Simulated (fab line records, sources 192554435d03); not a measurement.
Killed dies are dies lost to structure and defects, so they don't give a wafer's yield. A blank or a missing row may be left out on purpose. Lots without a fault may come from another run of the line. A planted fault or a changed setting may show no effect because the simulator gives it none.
Chamber matching | flow n5_finfet | N5_FIN_CUT_CUT_ETCH_15 on rie_si-01: 4 sister chambers
The step etches Si in HBr/Cl2/O2, target depth 100 nm, bt time 10 s, time 42.4 s. 22 wafers are shown with their chamber, then 11 later ones without.

WAFERS WITH THEIR CHAMBER
wafer  | chamber | throttle_valve_pct (%) | drypump_motor_current_A (A) | oes_product_au (a.u.)
L076.1 | 3       | 37.02                  | 6.0                         | 0.962
L076.4 | 1       | 37.18                  | 6.2                         | 1.007
L076.5 | 1       | 37.18                  | 6.3                         | 1.004
L078.1 | 0       | 37.16                  | 6.0                         | 0.974
L078.2 | 1       | 37.17                  | 6.3                         | 1.002
L078.3 | 3       | 37.01                  | 6.0                         | 0.973
L081.2 | 1       | 37.17                  | 6.2                         | 0.999
L081.4 | 0       | 37.16                  | 6.0                         | 0.978
L081.5 | 1       | 37.16                  | 6.2                         | 1.000
L082.3 | 3       | 37.03                  | 6.0                         | 0.972
L082.4 | 1       | 37.17                  | 6.2                         | 1.003
L082.5 | 3       | 37.01                  | 6.0                         | 0.972
L087.2 | 3       | 37.01                  | 6.1                         | 0.971
L087.3 | 0       | 37.16                  | 6.0                         | 0.984
L087.4 | 2       | 37.50                  | 5.5                         | 0.969
L089.1 | 2       | 37.47                  | 5.4                         | 0.972
L089.3 | 0       | 37.17                  | 6.0                         | 0.979
L089.4 | 1       | 37.17                  | 6.2                         | 1.012
L090.1 | 0       | 37.18                  | 6.0                         | 0.990
L090.2 | 3       | 37.03                  | 6.0                         | 0.970
L090.3 | 2       | 37.48                  | 5.4                         | 0.975
L093.1 | 1       | 37.16                  | 6.2                         | 1.011

SIGNATURES (means of the wafers above)
reading                 | chamber 0 | chamber 1 | chamber 2 | chamber 3 | scatter within a chamber
throttle_valve_pct      | 37.1660   | 37.1700   | 37.4833   | 37.0183   | 0.00963
drypump_motor_current_A | 6.000     | 6.225     | 5.433     | 6.017     | 0.0408
oes_product_au          | 0.98100   | 1.00475   | 0.97200   | 0.97000   | 0.0048
Rule: a wafer's distance from a chamber is the root of the sum, over the readings, of the square of ((its reading less the chamber's mean) divided by the reading's scatter). The wafer belongs to the nearest chamber; if the next one is less than 2 further off, it can't be placed. The scatter: the root of (the sum of the squares of (reading less its chamber's mean) over the shown wafers, divided by (wafers less chambers)).

WAFERS WITHOUT THEIR CHAMBER
wafer  | throttle_valve_pct (%) | drypump_motor_current_A (A) | oes_product_au (a.u.)
L093.2 | 37.49                  | 5.4                         | 0.974
L093.5 | 37.18                  | 6.3                         | 0.995
L094.2 | 37.49                  | 5.5                         | 0.975
L094.3 | 37.18                  | 6.0                         | 0.977
L094.5 | 37.16                  | 6.3                         | 1.007
L095.2 | 37.15                  | 6.2                         | 1.011
L095.4 | 37.15                  | 6.0                         | 0.970
L095.6 | 37.17                  | 6.2                         | 1.000
L097.1 | 37.48                  | 5.4                         | 0.968
L097.2 | 37.02                  | 6.0                         | 0.967
L097.4 | 37.16                  | 6.0                         | 0.979

WHICH CHAMBER EACH WENT THROUGH
wafer  | from the rows above | in truth
L093.2 | 2                   | 2
L093.5 | 1                   | 1
L094.2 | 2                   | 2
L094.3 | 0                   | 0
L094.5 | 1                   | 1
L095.2 | 1                   | 1
L095.4 | 0                   | 0
L095.6 | 1                   | 1
L097.1 | 2                   | 2
L097.2 | 3                   | 3
L097.4 | 0                   | 0
Placed correctly: 11 of 11. Can't be placed from these rows: 0. Placed wrongly: 0.
